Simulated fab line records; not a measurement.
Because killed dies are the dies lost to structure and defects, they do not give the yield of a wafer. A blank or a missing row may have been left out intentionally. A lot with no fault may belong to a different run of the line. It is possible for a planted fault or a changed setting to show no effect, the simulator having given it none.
A lot that was struck, set against a sound lot | flow nand_harc | 13 out of 1302 route steps
Sound: these wafers, L426.3, L426.4, L426.5. Struck: wafer L431.6 (left out: L431.2, L431.3 of the same lot, which were not struck); the cause appears at the end.
Order at every step that has rows: each side's tool, ch and its chambers, its first start. Under that, the readings that differ: sound wafers | struck wafers | difference of the means | sigmas: that difference in standard deviations of wafers without a fault.
alike: readings whose means differ by less than 2 such deviations, and words and numbers that are the same on both sides. not compared: withheld readings, readings that some wafer has no value for, bounds like >300 that may hide the same value, and numbers for which the record gives no deviation and whose values overlap.
Wherever a step has rows on one side only, a row that says differs or no value, or a row with sigmas, the two part there. When numbers do not overlap yet have no deviation, they are printed without sigmas and do not part them. Lack of a reading on every wafer of one side parts them only where that side has two or more wafers.

first, 1 step without rows for these wafers: NHARC_A_SLIT_SRD_20.
NHARC_A_SLIT_CD_MEAS_21:
  sound on cd_sem-03 at day 22 01:38; struck on cd_sem-03 at day 22 22:11
  alike: cd_nm
then, 3 steps without rows for these wafers: NHARC_A_SIN_REMOVE_WET_00 (chemistry H3PO4, time 15300 s); NHARC_A_SIN_REMOVE_PRECLEAN_01 (cleans in SC1); NHARC_A_SIN_REMOVE_SRD_02.
NHARC_A_SIN_REMOVE_INSPECT_04:
  sound on defect_inspect-02 at day 22 08:19; struck on defect_inspect-02 at day 23 04:52
  alike: raw_defect_count
NHARC_A_WL_FILL_ALD_00: deposits Al2O3, target thk 3 nm, pulse time 3 s, ald cycles 30.
  sound on ald_hk-03 ch 0,2, day 22 08:25; struck on ald_hk-04 ch 0, day 23 04:56
  alike: heater_power_outer_w, heater_power_w, precursor_pulse_height_rel
NHARC_A_WL_FILL_RTA_01: time 5 s.
  sound on rtp_anneal-01 ch 0, day 22 08:42; struck on rtp_anneal-02 ch 0, day 23 05:14
  reading             | sound          | struck | difference | sigmas
  lamp_power_pct (%)  | 29.4 29.3 29.3 | 32.5   | +3.2       | +2
  lamp_zone_4_pct (%) | 29.3 29.4 29.3 | 32.5   | +3.2       | +2
  alike: wafer_temp_C_max
NHARC_A_WL_FILL_ALD_02: deposits TiN, target thk 2 nm, pulse time 3 s, ald cycles 100.
  sound on ald_metal-02 ch 1,2, day 22 08:52; struck on ald_metal-03 ch 1, day 23 05:28
  reading                  | sound       | struck | difference | sigmas
  heater_power_outer_w (W) | 572 685 669 | 844    | +202       | +2
  alike: heater_power_w, precursor_pulse_height_rel
NHARC_A_WL_FILL_CVD_03: deposits W, target thk 40 nm, time 279 s.
  sound on cvd_w-02 ch 0,1, day 22 09:24; struck on cvd_w-02 ch 1, day 23 05:55
  alike: heater_power_outer_w, heater_power_w, throttle_valve_pct
NHARC_A_WL_FILL_ETCHBACK_04: etches the open film in NF3, target depth 60 nm, time 120 s.
  sound on rie_metal-02 ch 0,1, day 22 09:44; struck on rie_metal-03 ch 0, day 23 06:17
  reading          | sound             | struck | difference | sigmas
  run_length_s (s) | 141.5 141.2 141.1 | 132.3  | -9.0       | -27
  alike: drypump_motor_current_A, oes_product_au
  not compared: rf_hours_counter_h
NHARC_A_WL_FILL_ETCHBACK_05: etches the open film in Cl2/BCl3, target depth 22 nm, time 60 s.
  sound on rie_metal-02 ch 0,1, day 22 09:56; struck on rie_metal-03 ch 1, day 23 06:30
  reading                     | sound          | struck | difference | sigmas
  drypump_motor_current_A (A) | 5.71 5.73 5.70 | 5.14   | -0.57      | -2
  alike: oes_product_au, run_length_s, temp_c
  not compared: rf_hours_counter_h
-- record jumps: 4 days between struck wafers' starts before vs after; left off in module A_WL_FILL, resumes in module END, first step shown is number 1302 of the route --
NHARC_END_SORT_01:
  sound on prober-02 ch 0, day 26 12:26; struck on prober-01 ch 0, day 27 17:40
  reading             | sound    | struck | difference | sigmas
  killed_at_array     | 58 48 53 | 93     | +40        | +2
  killed_at_periphery | 7 9 5    | 1      | -6         | -2
  alike: killed_at_other, killed_dies, killed_open, killed_short

## WHERE THEY PART
First at NHARC_A_WL_FILL_RTA_01; last, within this record, at NHARC_END_SORT_01.

WHY: what had been put in by the simulator
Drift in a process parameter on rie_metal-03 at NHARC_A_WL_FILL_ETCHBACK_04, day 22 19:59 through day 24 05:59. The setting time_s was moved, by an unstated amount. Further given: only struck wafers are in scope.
